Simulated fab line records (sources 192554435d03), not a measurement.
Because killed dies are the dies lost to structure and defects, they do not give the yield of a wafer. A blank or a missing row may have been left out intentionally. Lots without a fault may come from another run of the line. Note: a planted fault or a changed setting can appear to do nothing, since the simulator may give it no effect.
Chamber matching ; flow n5_finfet ; 3 sister chambers for N5_BEOL_M2_PRE_CLEAN_60 on cvd_co-01
The step time 15 s. 6 wafers are shown with their chamber, then 12 later ones without.

WAFERS PAIRED WITH THEIR CHAMBERS
wafer;chamber;heater_power_w (W)
L086.2;0;146
L087.1;1;39
L087.6;1;40
L089.2;2;52
L089.3;0;144
L089.5;2;50

WAFERS WITH NO CHAMBER GIVEN
wafer;heater_power_w (W)
L090.2;40
L090.3;51
L090.6;51
L092.1;144
L092.2;41
L092.6;40
L091.1;52
L091.3;146
L091.6;147
L095.4;40
L095.5;53
L095.6;140

WHICH CHAMBER EACH ONE RAN IN
wafer;from the rows above;in truth
L090.2;1;1
L090.3;2;2
L090.6;2;2
L092.1;0;0
L092.2;1;1
L092.6;1;1
L091.1;2;2
L091.3;0;0
L091.6;0;0
L095.4;1;1
L095.5;2;2
L095.6;0;0
12 of 12 placed correctly. Left unplaced by these rows: 0. Number placed wrongly: 0.
How it was worked out, from the rows above alone: a wafer's distance from a chamber is the root of the sum, over the readings, of the square of ((its reading less the chamber's mean) divided by the reading's scatter). If the next closest chamber is less than 2 further off than the closest, the wafer can't be placed; otherwise it belongs to the closest. Each chamber's mean is taken over the wafers shown for it. The scatter: take each reading less its chamber's mean, square it, sum over the shown wafers, divide by the number of wafers less the number of chambers, and take the root.
